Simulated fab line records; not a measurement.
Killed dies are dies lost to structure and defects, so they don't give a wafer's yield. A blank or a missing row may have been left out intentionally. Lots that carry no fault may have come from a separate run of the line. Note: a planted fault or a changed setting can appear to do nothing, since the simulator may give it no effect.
Matching of chambers | flow n5-finfet | N5_GATE_CUT_STRIP_59 on rie-diel-04: 3 sister chambers
The step strips in N2/H2, time 20 s. 20 wafers are shown with their chamber, then 8 later ones without.

## WAFERS WITH THEIR CHAMBER
wafer  | chamber | drypump-motor-current-A (A) | throttle-valve-pct (%) | oes-product-au (a.u.)
L075.3 | 1       | 5.4                         | 12.2                   | 0.77
L075.5 | 2       | 5.2                         | 11.9                   | 0.94
L075.6 | 3       | 5.8                         | 12.5                   | 0.75
L076.2 | 2       | 5.2                         | 11.9                   | 0.93
L076.5 | 2       | 5.2                         | 11.9                   | 0.94
L076.6 | 1       | 5.4                         | 12.3                   | 0.78
L077.2 | 1       | 5.4                         | 12.3                   | 0.76
L077.4 | 2       | 5.2                         | 11.9                   | 0.92
L077.6 | 1       | 5.4                         | 12.3                   | 0.77
L083.3 | 1       | 5.4                         | 12.3                   | 0.76
L083.4 | 3       | 5.9                         | 12.6                   | 0.73
L083.5 | 2       | 5.2                         | 11.9                   | 0.90
L086.2 | 3       | 5.9                         | 12.6                   | 0.73
L086.3 | 1       | 5.4                         | 12.3                   | 0.76
L086.6 | 3       | 5.9                         | 12.6                   | 0.73
L088.1 | 3       | 5.9                         | 12.6                   | 0.73
L088.2 | 1       | 5.4                         | 12.3                   | 0.75
L088.3 | 2       | 5.3                         | 12.0                   | 0.87
L089.2 | 3       | 5.9                         | 12.6                   | 0.73
L089.4 | 1       | 5.4                         | 12.3                   | 0.75

SIGNATURES (averages over the wafers above)
reading                 | chamber 1 | chamber 2 | chamber 3 | scatter within a chamber
drypump-motor-current-A | 5.400     | 5.217     | 5.883     | 0.0313
throttle-valve-pct      | 12.288    | 11.917    | 12.583    | 0.0387
oes-product-au          | 0.7625    | 0.9167    | 0.7333    | 0.0168
Rule: a wafer's distance from a chamber is the root of the sum, over the readings, of the square of ((its reading less the chamber's mean) divided by the reading's scatter). The wafer belongs to the nearest chamber; if the next one is less than 2 further off, it can't be placed. How the scatter is found: for the shown wafers, subtract from each reading the mean of its chamber, square and add these, divide the total by (wafers less chambers), then take the root.

## WAFERS WITH NO CHAMBER GIVEN
wafer  | drypump-motor-current-A (A) | throttle-valve-pct (%) | oes-product-au (a.u.)
L090.2 | 5.4                         | 12.3                   | 0.75
L090.6 | 5.9                         | 12.6                   | 0.73
L096.1 | 5.9                         | 12.6                   | 0.73
L096.3 | 5.4                         | 12.3                   | 0.75
L096.4 | 5.2                         | 12.0                   | 0.87
L097.2 | 5.4                         | 12.4                   | 0.74
L097.4 | 5.3                         | 12.0                   | 0.86
L097.5 | 5.9                         | 12.6                   | 0.73

## THE CHAMBER EACH PASSED THROUGH
wafer  | from the rows above | in truth
L090.2 | 1                   | 1
L090.6 | 3                   | 3
L096.1 | 3                   | 3
L096.3 | 1                   | 1
L096.4 | 2                   | 2
L097.2 | 1                   | 1
L097.4 | 2                   | 2
L097.5 | 3                   | 3
Correctly placed: 8 of 8. From these rows, 0 cannot be placed. Wrongly placed: 0.
